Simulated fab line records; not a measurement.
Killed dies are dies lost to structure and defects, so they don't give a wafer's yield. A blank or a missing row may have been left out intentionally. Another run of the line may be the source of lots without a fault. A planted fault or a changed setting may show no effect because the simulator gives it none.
Which tool did it?    flow n5 finfet    10 lots, 29 wafers sampled, at 5 steps of a route of 1938

## WHAT THE GAUGES SHOWED, per wafer
N5_BEOL_M4_RC_MEAS_101.
lot   measured      on         DIBL_N (mV/V)
L117  day 8 01:19   prober-01  35.5 33.6
L122  day 9 03:22   prober-02  35.2 35.0 36.0
L123  day 9 08:16   prober-02  35.9 36.2 34.6
L125  day 10 01:32  prober-01  38.3 39.5 38.3
L126  day 10 03:59  prober-01  36.7 35.5 35.9
L129  day 10 19:24  prober-02  36.7 39.1 36.3
L133  day 11 18:02  prober-02  33.4 37.4 36.6

## WHAT TOOL EACH LOT RAN ON (gives the tool, then ch and the chambers of the sampled wafers, and finally the start)
lot   N5_DUMMY_GATE_ETCH_44            N5_SPACER0_ALD_08                 N5_SD_EPI_N_ETCHBACK_44            N5_SD_EPI_N_STRIP_38
L117  rie si-03 ch 1,2, day 3 06:35    ald sin-02 ch 0,1, day 3 07:39    rie diel-05 ch 1, day 3 08:43      plasma asher-01 ch 0,1, day 3 09:04
L122  rie si-06 ch 0,1,2, day 4 06:20  ald sin-03 ch 0,3, day 4 08:26    rie diel-02 ch 2,3, day 4 09:30    plasma asher-01 ch 0,1, day 4 09:52
L123  rie si-06 ch 2,3, day 4 11:58    ald sin-03 ch 0,1,3, day 4 12:48  rie diel-02 ch 0,2, day 4 14:01    plasma asher-01 ch 0,1, day 4 14:24
L125  rie si-01 ch 2,3, day 4 23:01    ald sin-04 ch 2,3, day 5 00:10    rie diel-05 ch 0,1,3, day 5 01:21  plasma asher-01 ch 0,1, day 5 01:44
L126  rie si-06 ch 0,1,2, day 5 04:27  ald sin-02 ch 1,2,3, day 5 05:47  rie diel-06 ch 1,3, day 5 06:43    plasma asher-02 ch 0,1, day 5 07:05
L129  rie si-06 ch 1,2,3, day 6 01:13  ald sin-04 ch 1,2,3, day 6 02:14  rie diel-06 ch 0,1, day 6 03:17    plasma asher-01 ch 0,1, day 6 03:39
L133  rie si-06 ch 0,1,2, day 6 22:14  ald sin-04 ch 1,3, day 6 23:20    rie diel-05 ch 0,1,2, day 7 00:28  plasma asher-01 ch 0,1, day 7 00:50
L136  rie si-06 ch 1,2,3, day 7 20:05  ald sin-03 ch 1,2, day 7 20:55    rie diel-02 ch 0,1, day 7 21:59    plasma asher-02 ch 0,1, day 7 22:22
L137  rie si-03 ch 0,1,2, day 7 23:00  ald sin-02 ch 0,1,3, day 8 00:16  rie diel-06 ch 0,2, day 8 01:29    plasma asher-02 ch 0,1, day 8 01:51
L138  rie si-03 ch 0,2,3, day 8 04:32  ald sin-02 ch 0,1,2, day 8 05:45  rie diel-06 ch 0,2, day 8 07:01    plasma asher-01 ch 0,1, day 8 07:24
- N5_DUMMY_GATE_ETCH_44: etches poly-Si in HBr/O2, stops on SiO2, target depth 127.5 nm.
- N5_SPACER0_ALD_08: deposits SiNx, target thk 2 nm.
- N5_SD_EPI_N_ETCHBACK_44: etches SiNx in CH3F/O2, stops on SiO2, target depth 14.5 nm.
- N5_SD_EPI_N_STRIP_38: strips in N2/H2.

## THE ANSWER, worked out from the rows above alone
Rule: what is usual is taken from the lots themselves. The widest of any qualifying gaps counts: lots, ordered by their means at a reading, are off when they make up no more than a third of the lots, leave a main group of 4 or more, and stand apart from it by 3 or more times the standard deviation of that group's means. Not used: any main group whose means are identical at the precision the tables above print for the reading. Also off: a lot with no number at a reading for which 4 or more lots have one. The other lots that the step has rows for count as sound.
No lot is off on any of the readings shown, so nothing can be concluded from this.

## WHAT WAS PUT IN BY THE SIMULATOR
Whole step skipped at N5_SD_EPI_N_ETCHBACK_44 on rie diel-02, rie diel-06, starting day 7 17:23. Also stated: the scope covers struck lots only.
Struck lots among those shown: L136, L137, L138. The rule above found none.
